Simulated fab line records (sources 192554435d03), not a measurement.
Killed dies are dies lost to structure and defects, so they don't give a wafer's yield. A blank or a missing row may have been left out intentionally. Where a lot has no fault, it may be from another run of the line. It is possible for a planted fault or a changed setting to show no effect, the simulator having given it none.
Matching of chambers / flow n5-finfet / 3 sister chambers for N5_BEOL_M2_ILD_DEP_00 on pecvd-03
The step deposits SiOC from DEMS/O2, target thk 79 nm, time 15.3 s. 30 wafers are shown with their chamber, then 12 later ones without.

## WAFERS, EACH WITH ITS CHAMBER
wafer=L075.1; chamber=2; throttle-valve-pct (%)=11.7; heater-power-w (W)=555; showerhead-vpp-V (V)=1356
wafer=L075.2; chamber=1; throttle-valve-pct (%)=11.2; heater-power-w (W)=308; showerhead-vpp-V (V)=1371
wafer=L075.3; chamber=0; throttle-valve-pct (%)=13.5; heater-power-w (W)=391; showerhead-vpp-V (V)=1430
wafer=L075.4; chamber=2; throttle-valve-pct (%)=11.6; heater-power-w (W)=556; showerhead-vpp-V (V)=1397
wafer=L075.5; chamber=1; throttle-valve-pct (%)=11.2; heater-power-w (W)=305; showerhead-vpp-V (V)=1359
wafer=L075.6; chamber=0; throttle-valve-pct (%)=13.2; heater-power-w (W)=377; showerhead-vpp-V (V)=1419
wafer=L080.1; chamber=0; throttle-valve-pct (%)=13.6; heater-power-w (W)=405; showerhead-vpp-V (V)=1412
wafer=L080.2; chamber=1; throttle-valve-pct (%)=11.2; heater-power-w (W)=356; showerhead-vpp-V (V)=1353
wafer=L080.3; chamber=2; throttle-valve-pct (%)=11.3; heater-power-w (W)=591; showerhead-vpp-V (V)=1377
wafer=L080.4; chamber=1; throttle-valve-pct (%)=11.2; heater-power-w (W)=353; showerhead-vpp-V (V)=1358
wafer=L080.5; chamber=2; throttle-valve-pct (%)=11.4; heater-power-w (W)=595; showerhead-vpp-V (V)=1385
wafer=L080.6; chamber=0; throttle-valve-pct (%)=13.5; heater-power-w (W)=403; showerhead-vpp-V (V)=1428
wafer=L082.1; chamber=0; throttle-valve-pct (%)=13.5; heater-power-w (W)=412; showerhead-vpp-V (V)=1448
wafer=L082.2; chamber=2; throttle-valve-pct (%)=11.3; heater-power-w (W)=498; showerhead-vpp-V (V)=1383
wafer=L082.3; chamber=1; throttle-valve-pct (%)=11.2; heater-power-w (W)=368; showerhead-vpp-V (V)=1375
wafer=L082.4; chamber=1; throttle-valve-pct (%)=11.0; heater-power-w (W)=372; showerhead-vpp-V (V)=1348
wafer=L082.5; chamber=0; throttle-valve-pct (%)=13.3; heater-power-w (W)=409; showerhead-vpp-V (V)=1396
wafer=L082.6; chamber=2; throttle-valve-pct (%)=11.7; heater-power-w (W)=517; showerhead-vpp-V (V)=1376
wafer=L083.1; chamber=2; throttle-valve-pct (%)=11.5; heater-power-w (W)=610; showerhead-vpp-V (V)=1388
wafer=L083.2; chamber=0; throttle-valve-pct (%)=13.7; heater-power-w (W)=456; showerhead-vpp-V (V)=1414
wafer=L083.5; chamber=1; throttle-valve-pct (%)=11.1; heater-power-w (W)=370; showerhead-vpp-V (V)=1346
wafer=L086.1; chamber=1; throttle-valve-pct (%)=11.1; heater-power-w (W)=303; showerhead-vpp-V (V)=1362
wafer=L086.3; chamber=0; throttle-valve-pct (%)=13.2; heater-power-w (W)=423; showerhead-vpp-V (V)=1431
wafer=L086.4; chamber=0; throttle-valve-pct (%)=13.5; heater-power-w (W)=433; showerhead-vpp-V (V)=1393
wafer=L087.1; chamber=1; throttle-valve-pct (%)=11.0; heater-power-w (W)=380; showerhead-vpp-V (V)=1334
wafer=L087.2; chamber=2; throttle-valve-pct (%)=11.5; heater-power-w (W)=586; showerhead-vpp-V (V)=1385
wafer=L087.3; chamber=0; throttle-valve-pct (%)=13.3; heater-power-w (W)=408; showerhead-vpp-V (V)=1417
wafer=L087.4; chamber=1; throttle-valve-pct (%)=11.2; heater-power-w (W)=379; showerhead-vpp-V (V)=1361
wafer=L087.5; chamber=2; throttle-valve-pct (%)=11.7; heater-power-w (W)=579; showerhead-vpp-V (V)=1410
wafer=L087.6; chamber=0; throttle-valve-pct (%)=13.6; heater-power-w (W)=406; showerhead-vpp-V (V)=1440

SIGNATURES (averages over the wafers above)
reading=throttle-valve-pct; chamber 0=13.445; chamber 1=11.140; chamber 2=11.522; scatter within a chamber=0.145
reading=heater-power-w; chamber 0=411.18; chamber 1=349.40; chamber 2=565.22; scatter within a chamber=30.2
reading=showerhead-vpp-V; chamber 0=1420.73; chamber 1=1356.70; chamber 2=1384.11; scatter within a chamber=14.8
Rule: for a wafer and a chamber, the distance is found by dividing, reading by reading, the gap between the wafer's reading and the chamber's mean by the reading's scatter, squaring, summing and taking the root. The wafer belongs to the nearest chamber; if the next one is less than 2 further off, it can't be placed. How the scatter is found: for the shown wafers, subtract from each reading the mean of its chamber, square and add these, divide the total by (wafers less chambers), then take the root.

## WAFERS WITH NO CHAMBER GIVEN
wafer=L088.3; throttle-valve-pct (%)=11.1; heater-power-w (W)=337; showerhead-vpp-V (V)=1356
wafer=L088.5; throttle-valve-pct (%)=11.4; heater-power-w (W)=587; showerhead-vpp-V (V)=1394
wafer=L088.6; throttle-valve-pct (%)=13.4; heater-power-w (W)=384; showerhead-vpp-V (V)=1436
wafer=L094.1; throttle-valve-pct (%)=13.3; heater-power-w (W)=420; showerhead-vpp-V (V)=1403
wafer=L094.2; throttle-valve-pct (%)=11.3; heater-power-w (W)=580; showerhead-vpp-V (V)=1387
wafer=L094.6; throttle-valve-pct (%)=11.6; heater-power-w (W)=618; showerhead-vpp-V (V)=1394
wafer=L096.1; throttle-valve-pct (%)=13.5; heater-power-w (W)=405; showerhead-vpp-V (V)=1444
wafer=L096.2; throttle-valve-pct (%)=11.5; heater-power-w (W)=524; showerhead-vpp-V (V)=1371
wafer=L096.6; throttle-valve-pct (%)=11.1; heater-power-w (W)=358; showerhead-vpp-V (V)=1360
wafer=L097.1; throttle-valve-pct (%)=11.8; heater-power-w (W)=568; showerhead-vpp-V (V)=1394
wafer=L097.3; throttle-valve-pct (%)=11.1; heater-power-w (W)=370; showerhead-vpp-V (V)=1364
wafer=L097.5; throttle-valve-pct (%)=13.7; heater-power-w (W)=450; showerhead-vpp-V (V)=1402

## THE CHAMBER EACH PASSED THROUGH
wafer=L088.3; from the rows above=1; in truth=1
wafer=L088.5; from the rows above=2; in truth=2
wafer=L088.6; from the rows above=0; in truth=0
wafer=L094.1; from the rows above=0; in truth=0
wafer=L094.2; from the rows above=2; in truth=2
wafer=L094.6; from the rows above=2; in truth=2
wafer=L096.1; from the rows above=0; in truth=0
wafer=L096.2; from the rows above=2; in truth=2
wafer=L096.6; from the rows above=1; in truth=1
wafer=L097.1; from the rows above=2; in truth=2
wafer=L097.3; from the rows above=1; in truth=1
wafer=L097.5; from the rows above=0; in truth=0
Correct placement for 12 of the 12. Left unplaced by these rows: 0. Placed wrongly: 0.
